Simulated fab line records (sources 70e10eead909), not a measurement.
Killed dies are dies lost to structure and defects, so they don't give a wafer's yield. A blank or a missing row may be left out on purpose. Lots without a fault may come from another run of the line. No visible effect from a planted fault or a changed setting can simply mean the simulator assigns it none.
The tool behind it: which one? :: flow nand harc :: Sampling: 14 lots, 42 wafers, 3 of 1302 route steps

WHAT THE GAUGES SHOWED, per wafer
NHARC_A_BLC_CD_MEAS_10: the cd target is 100 nm. Usual: cd nm 99.7 nm, standard deviation 0.72.
lot: L929
measured: day 22 08:03
on: cd sem-01
cd nm (nm): 100.4 100.1 100.5
flag: 

lot: L931
measured: day 22 23:50
on: cd sem-02
cd nm (nm): 99.8 99.8 100.5
flag: 

lot: L930
measured: day 23 00:53
on: cd sem-03
cd nm (nm): 99.4 99.2 99.7
flag: 

lot: L932
measured: day 23 22:55
on: cd sem-02
cd nm (nm): 100.3 99.0 99.8
flag: 

lot: L941
measured: day 27 07:55
on: cd sem-03
cd nm (nm): 99.0 99.7 98.6
flag: 

lot: L943
measured: day 28 13:04
on: cd sem-01
cd nm (nm): 101.0 99.9 99.3
flag: 

lot: L944
measured: day 28 15:30
on: cd sem-02
cd nm (nm): 100.0 99.3 99.9
flag: 

lot: L946
measured: day 29 11:37
on: cd sem-02
cd nm (nm): 100.4 99.6 99.5
flag: 

lot: L945
measured: day 29 11:54
on: cd sem-03
cd nm (nm): 100.1 100.1 98.9
flag: 

lot: L948
measured: day 30 04:53
on: cd sem-02
cd nm (nm): 100.3 100.7 100.9
flag: 

lot: L949
measured: day 30 13:46
on: cd sem-03
cd nm (nm): 98.9 100.6 100.9
flag: 

lot: L950
measured: day 31 10:40
on: cd sem-03
cd nm (nm): 99.3 99.3 99.9
flag: 

lot: L951
measured: day 31 12:31
on: cd sem-03
cd nm (nm): 99.2 98.6 99.6
flag: 

lot: L952
measured: day 32 11:13
on: cd sem-01
cd nm (nm): 100.5 99.8 99.8
flag: 

NHARC_A_BLC_INSPECT_12. Usual: raw defect count 84, standard deviation 35.
lot: L929
measured: day 22 08:11
on: defect inspect-02
raw defect count: 90 73 65
flag: 

lot: L931
measured: day 22 23:57
on: defect inspect-01
raw defect count: 43 58 62
flag: 

lot: L930
measured: day 23 01:01
on: defect inspect-02
raw defect count: 73 72 75
flag: 

lot: L932
measured: day 23 23:02
on: defect inspect-01
raw defect count: 121 101 86
flag: 

lot: L941
measured: day 27 08:02
on: defect inspect-01
raw defect count: 88 91 84
flag: 

lot: L943
measured: day 28 13:11
on: defect inspect-02
raw defect count: 68 63 59
flag: 

lot: L944
measured: day 28 15:37
on: defect inspect-02
raw defect count: 106 99 100
flag: 

lot: L946
measured: day 29 11:44
on: defect inspect-02
raw defect count: 105 95 121
flag: 

lot: L945
measured: day 29 12:02
on: defect inspect-02
raw defect count: 96 79 73
flag: 

lot: L948
measured: day 30 05:01
on: defect inspect-02
raw defect count: 129 119 149
flag: 

lot: L949
measured: day 30 13:53
on: defect inspect-02
raw defect count: 84 73 76
flag: 

lot: L950
measured: day 31 10:47
on: defect inspect-01
raw defect count: 42 47 45
flag: 

lot: L951
measured: day 31 12:38
on: defect inspect-02
raw defect count: 125 114 120
flag: 

lot: L952
measured: day 32 11:20
on: defect inspect-01
raw defect count: 59 68 53
flag: 

WHAT TOOL EACH LOT RAN ON (gives the tool, then ch and the chambers of the sampled wafers, and finally the start)
lot: L929
NHARC_A_CONTACT_CMP_20: cmp-04 ch 1,3, day 22 07:10

lot: L931
NHARC_A_CONTACT_CMP_20: cmp-01 ch 0,1,3, day 22 22:56

lot: L930
NHARC_A_CONTACT_CMP_20: cmp-04 ch 0,3, day 22 23:59

lot: L932
NHARC_A_CONTACT_CMP_20: cmp-04 ch 0,3, day 23 22:00

lot: L941
NHARC_A_CONTACT_CMP_20: cmp-04 ch 1,2,3, day 27 07:11

lot: L943
NHARC_A_CONTACT_CMP_20: cmp-04 ch 0,3, day 28 12:17

lot: L944
NHARC_A_CONTACT_CMP_20: cmp-04 ch 1,2, day 28 14:35

lot: L946
NHARC_A_CONTACT_CMP_20: cmp-04 ch 1,3, day 29 10:50

lot: L945
NHARC_A_CONTACT_CMP_20: cmp-03 ch 0,1,3, day 29 11:01

lot: L948
NHARC_A_CONTACT_CMP_20: cmp-03 ch 0,1,2, day 30 04:00

lot: L949
NHARC_A_CONTACT_CMP_20: cmp-03 ch 0,1,3, day 30 13:02

lot: L950
NHARC_A_CONTACT_CMP_20: cmp-04 ch 1,2,3, day 31 09:56

lot: L951
NHARC_A_CONTACT_CMP_20: cmp-01 ch 0,1,3, day 31 11:41

lot: L952
NHARC_A_CONTACT_CMP_20: cmp-01 ch 0,2,3, day 32 10:19
- NHARC_A_CONTACT_CMP_20: polishes, t overpolish 30 s, target thk 300 nm.

WHAT THE TOOLS THEMSELVES READ (means of the sampled wafers that have a number; where no wafer has one, the mark that the record gives instead)
NHARC_A_CONTACT_CMP_20. Usual: edge zone pressure frac 1.000, standard deviation 0.0051; motor current A 11.9 A, standard deviation 1.2; overpolish run s 30.001 s, standard deviation 0.0092; slurry filter dp kPa 13.50 kPa, standard deviation 0.15; slurry flow ml min 150.0, standard deviation 0.41; time to endpoint s 61 s, standard deviation 5.1.
lot: L929
tool: cmp-04
edge zone pressure frac: 0.996
motor current A (A): 10.7
overpolish run s (s): 29.997
slurry filter dp kPa (kPa): 13.62
slurry flow ml min: 149.9
time to endpoint s (s): 52
flag: 

lot: L931
tool: cmp-01
edge zone pressure frac: 0.994
motor current A (A): 12.7
overpolish run s (s): 30.012
slurry filter dp kPa (kPa): 13.47
slurry flow ml min: 149.8
time to endpoint s (s): 61
flag: 

lot: L930
tool: cmp-04
edge zone pressure frac: 0.999
motor current A (A): 11.5
overpolish run s (s): 29.993
slurry filter dp kPa (kPa): 13.45
slurry flow ml min: 149.8
time to endpoint s (s): 57
flag: 

lot: L932
tool: cmp-04
edge zone pressure frac: 0.999
motor current A (A): 11.5
overpolish run s (s): 30.001
slurry filter dp kPa (kPa): 13.51
slurry flow ml min: 149.7
time to endpoint s (s): 60
flag: 

lot: L941
tool: cmp-04
edge zone pressure frac: 1.003
motor current A (A): 10.8
overpolish run s (s): 29.998
slurry filter dp kPa (kPa): 13.43
slurry flow ml min: 150.2
time to endpoint s (s): 54
flag: 

lot: L943
tool: cmp-04
edge zone pressure frac: 0.999
motor current A (A): 11.5
overpolish run s (s): 30.011
slurry filter dp kPa (kPa): 13.54
slurry flow ml min: 150.0
time to endpoint s (s): 63
flag: 

lot: L944
tool: cmp-04
edge zone pressure frac: 1.000
motor current A (A): 10.9
overpolish run s (s): 29.997
slurry filter dp kPa (kPa): 13.60
slurry flow ml min: 149.5
time to endpoint s (s): 57
flag: 

lot: L946
tool: cmp-04
edge zone pressure frac: 1.001
motor current A (A): 10.3
overpolish run s (s): 29.995
slurry filter dp kPa (kPa): 13.59
slurry flow ml min: 149.9
time to endpoint s (s): 58
flag: 

lot: L945
tool: cmp-03
edge zone pressure frac: 1.000
motor current A (A): 12.3
overpolish run s (s): 29.994
slurry filter dp kPa (kPa): 13.57
slurry flow ml min: 150.5
time to endpoint s (s): 62
flag: 

lot: L948
tool: cmp-03
edge zone pressure frac: 1.005
motor current A (A): 13.3
overpolish run s (s): 30.001
slurry filter dp kPa (kPa): 13.45
slurry flow ml min: 149.6
time to endpoint s (s): 63
flag: 

lot: L949
tool: cmp-03
edge zone pressure frac: 0.998
motor current A (A): 12.0
overpolish run s (s): 29.992
slurry filter dp kPa (kPa): 13.51
slurry flow ml min: 149.7
time to endpoint s (s): 63
flag: 

lot: L950
tool: cmp-04
edge zone pressure frac: 1.005
motor current A (A): 10.9
overpolish run s (s): 30.003
slurry filter dp kPa (kPa): 13.67
slurry flow ml min: 150.0
time to endpoint s (s): 58
flag: 

lot: L951
tool: cmp-01
edge zone pressure frac: 1.000
motor current A (A): 12.3
overpolish run s (s): 29.993
slurry filter dp kPa (kPa): 13.43
slurry flow ml min: 150.4
time to endpoint s (s): 66
flag: 

lot: L952
tool: cmp-01
edge zone pressure frac: 1.004
motor current A (A): 12.0
overpolish run s (s): 30.014
slurry filter dp kPa (kPa): 13.54
slurry flow ml min: 149.9
time to endpoint s (s): 61
flag: 

THE ANSWER, worked out from the rows above alone
Rule: a lot is off if the mean of its wafers that have a number lies more than 3 standard deviations from the usual mean. Also off: a lot with no number at a reading for which 4 or more lots have one. Where the step has rows for the other lots, those lots are counted as sound. Order of review: gauges by route order, followed by the tools' own readings, for which a lot's mean as printed above is used. At the first step where some lot is off, the reading lying furthest off is the one used; lots without a number count as furthest.
No lot is off at any reading shown: from this, nothing can be told.

WHAT THE SIMULATOR HAD PUT IN
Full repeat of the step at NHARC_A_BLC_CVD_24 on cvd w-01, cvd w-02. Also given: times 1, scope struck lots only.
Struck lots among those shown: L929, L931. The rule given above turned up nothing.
